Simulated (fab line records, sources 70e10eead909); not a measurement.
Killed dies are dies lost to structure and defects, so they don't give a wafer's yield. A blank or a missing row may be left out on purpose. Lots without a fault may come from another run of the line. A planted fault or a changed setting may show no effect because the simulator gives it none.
Chamber matching | flow nand_harc | NHARC_P_M0_DEP_32 on pecvd-01: 3 sister chambers
The step deposits SiCN, target thk 30 nm. 3 wafers are shown with their chamber, then 9 later ones without.

WAFERS WITH THEIR CHAMBER
wafer  | chamber | heater_power_w (W)
L085.6 | 0       | 524
L086.2 | 2       | 615
L086.6 | 1       | 564

WAFERS WITHOUT THEIR CHAMBER
wafer  | heater_power_w (W)
L089.2 | 528
L089.4 | 528
L089.5 | 533
L090.2 | 547
L090.5 | 552
L090.6 | 607
L091.2 | 604
L091.3 | 577
L091.6 | 514

WHICH CHAMBER EACH WENT THROUGH
wafer  | from the rows above     | in truth
L089.2 | 0                       | 0
L089.4 | 0                       | 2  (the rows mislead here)
L089.5 | 0                       | 0
L090.2 | can't be placed: 1 or 0 | 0
L090.5 | can't be placed: 1 or 0 | 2
L090.6 | 2                       | 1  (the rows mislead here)
L091.2 | 2                       | 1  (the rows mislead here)
L091.3 | 1                       | 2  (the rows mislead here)
L091.6 | 0                       | 0
Placed correctly: 3 of 9. Can't be placed from these rows: 2 (the true chamber is among the candidates in 1). Placed wrongly: 4.
How it was worked out, from the rows above alone: a wafer's distance from a chamber is the root of the sum, over the readings, of the square of ((its reading less the chamber's mean) divided by the reading's scatter). The wafer belongs to the nearest chamber; if the next one is less than 2 further off, it can't be placed. A chamber's mean is the mean of its shown wafers. The scatter: with one shown wafer a chamber, the root of the mean of the squares of how far each hidden wafer lies from its nearest shown one.
